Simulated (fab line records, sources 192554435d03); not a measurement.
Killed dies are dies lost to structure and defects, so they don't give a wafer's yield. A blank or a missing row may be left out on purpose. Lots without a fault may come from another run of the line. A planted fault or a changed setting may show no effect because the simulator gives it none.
Chamber matching | flow n5_finfet | N5_BEOL_M9_ETCH_61 on rie_diel-05: 4 sister chambers
The step etches SiARC in CF4, target depth 39 nm, time 65 s. 14 wafers are shown with their chamber, then 7 later ones without.

WAFERS WITH THEIR CHAMBER
wafer  | chamber | showerhead_plenum_p_Torr (Torr) | throttle_valve_pct (%) | etch_rf_on_time_s (s)
L078.2 | 0       | 2.19                            | 15.48                  | 67.9
L078.3 | 3       | 2.20                            | 15.76                  | 63.6
L078.6 | 1       | 2.08                            | 15.78                  | 64.2
L083.1 | 1       | 2.08                            | 15.78                  | 64.6
L083.2 | 0       | 2.18                            | 15.51                  | 68.3
L083.6 | 1       | 2.08                            | 15.77                  | 64.3
L088.1 | 2       | 2.14                            | 15.82                  | 65.0
L088.4 | 1       | 2.08                            | 15.78                  | 64.3
L088.5 | 0       | 2.18                            | 15.53                  | 67.5
L085.1 | 2       | 2.14                            | 15.81                  | 64.6
L085.2 | 1       | 2.08                            | 15.80                  | 64.2
L085.3 | 0       | 2.18                            | 15.53                  | 67.8
L087.3 | 1       | 2.07                            | 15.81                  | 65.0
L087.4 | 2       | 2.14                            | 15.84                  | 65.0

SIGNATURES (means of the wafers above)
reading                  | chamber 0 | chamber 1 | chamber 2 | chamber 3 | scatter within a chamber
showerhead_plenum_p_Torr | 2.1825    | 2.0783    | 2.1400    | 2.2000    | 0.00398
throttle_valve_pct       | 15.5125   | 15.7867   | 15.8233   | 15.7600   | 0.0181
etch_rf_on_time_s        | 67.875    | 64.433    | 64.867    | 63.600    | 0.305
Rule: a wafer's distance from a chamber is the root of the sum, over the readings, of the square of ((its reading less the chamber's mean) divided by the reading's scatter). The wafer belongs to the nearest chamber; if the next one is less than 2 further off, it can't be placed. The scatter: the root of (the sum of the squares of (reading less its chamber's mean) over the shown wafers, divided by (wafers less chambers)).

WAFERS WITHOUT THEIR CHAMBER
wafer  | showerhead_plenum_p_Torr (Torr) | throttle_valve_pct (%) | etch_rf_on_time_s (s)
L087.5 | 2.18                            | 15.55                  | 67.9
L094.1 | 2.19                            | 15.29                  | 63.1
L094.2 | 2.07                            | 15.80                  | 64.9
L094.4 | 2.13                            | 15.85                  | 65.2
L097.1 | 2.19                            | 15.31                  | 61.8
L097.4 | 2.13                            | 15.84                  | 64.2
L097.6 | 2.07                            | 15.81                  | 64.0

WHICH CHAMBER EACH WENT THROUGH
wafer  | from the rows above | in truth
L087.5 | 0                   | 0
L094.1 | 0                   | 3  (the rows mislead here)
L094.2 | 1                   | 1
L094.4 | 2                   | 2
L097.1 | 0                   | 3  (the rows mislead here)
L097.4 | 2                   | 2
L097.6 | 1                   | 1
Placed correctly: 5 of 7. Can't be placed from these rows: 0. Placed wrongly: 2.
